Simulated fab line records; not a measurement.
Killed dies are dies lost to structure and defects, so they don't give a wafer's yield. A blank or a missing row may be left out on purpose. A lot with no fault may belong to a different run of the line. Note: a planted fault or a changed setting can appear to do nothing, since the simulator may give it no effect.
Matching of chambers -- flow nandHarc -- NHARC_P_M1_PRE_CLEAN_32 on pecvd-02 has 3 sister chambers
The step time 12 s. 20 wafers are shown with their chamber, then 10 later ones without.

== WAFERS PAIRED WITH THEIR CHAMBERS ==
wafer,chamber,heaterPowerW (W)
L082.1,1,636
L082.5,0,523
L082.6,2,606
L083.3,2,497
L083.4,1,614
L083.5,2,521
L084.1,0,581
L084.4,2,587
L084.5,1,632
L087.2,1,634
L087.5,2,605
L087.6,1,640
L086.2,0,619
L086.5,1,638
L086.6,0,605
L089.1,1,625
L089.4,0,593
L089.5,1,623
L093.3,0,608
L093.5,1,587

SIGNATURES (means of the wafers above)
reading,chamber 0,chamber 1,chamber 2,scatter within a chamber
heaterPowerW,588.17,625.44,563.20,33
Rule: distance of a wafer from a chamber = root of the sum over the readings of ((wafer's reading minus chamber's mean) / reading's scatter) squared. The wafer belongs to the nearest chamber; if the next one is less than 2 further off, it can't be placed. The scatter: take each reading less its chamber's mean, square it, sum over the shown wafers, divide by the number of wafers less the number of chambers, and take the root.

== WAFERS WITHOUT THEIR CHAMBER ==
wafer,heaterPowerW (W)
L093.6,537
L094.2,586
L094.3,616
L094.4,532
L095.3,573
L095.4,591
L095.6,520
L096.3,647
L096.4,646
L096.5,554

== WHICH CHAMBER EACH ONE RAN IN ==
wafer,from the rows above,in truth
L093.6,can't be placed: 2 or 0 or 1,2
L094.2,can't be placed: 0 or 2 or 1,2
L094.3,can't be placed: 1 or 0 or 2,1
L094.4,can't be placed: 2 or 0 or 1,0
L095.3,can't be placed: 2 or 0 or 1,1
L095.4,can't be placed: 0 or 2 or 1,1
L095.6,can't be placed: 2 or 0 or 1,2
L096.3,can't be placed: 1 or 0 or 2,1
L096.4,can't be placed: 1 or 0 or 2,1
L096.5,can't be placed: 2 or 0 or 1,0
Correctly placed: 0 of 10. Cannot be placed on the basis of these rows: 10; the candidates contain the true chamber in 10. 0 placed wrongly.
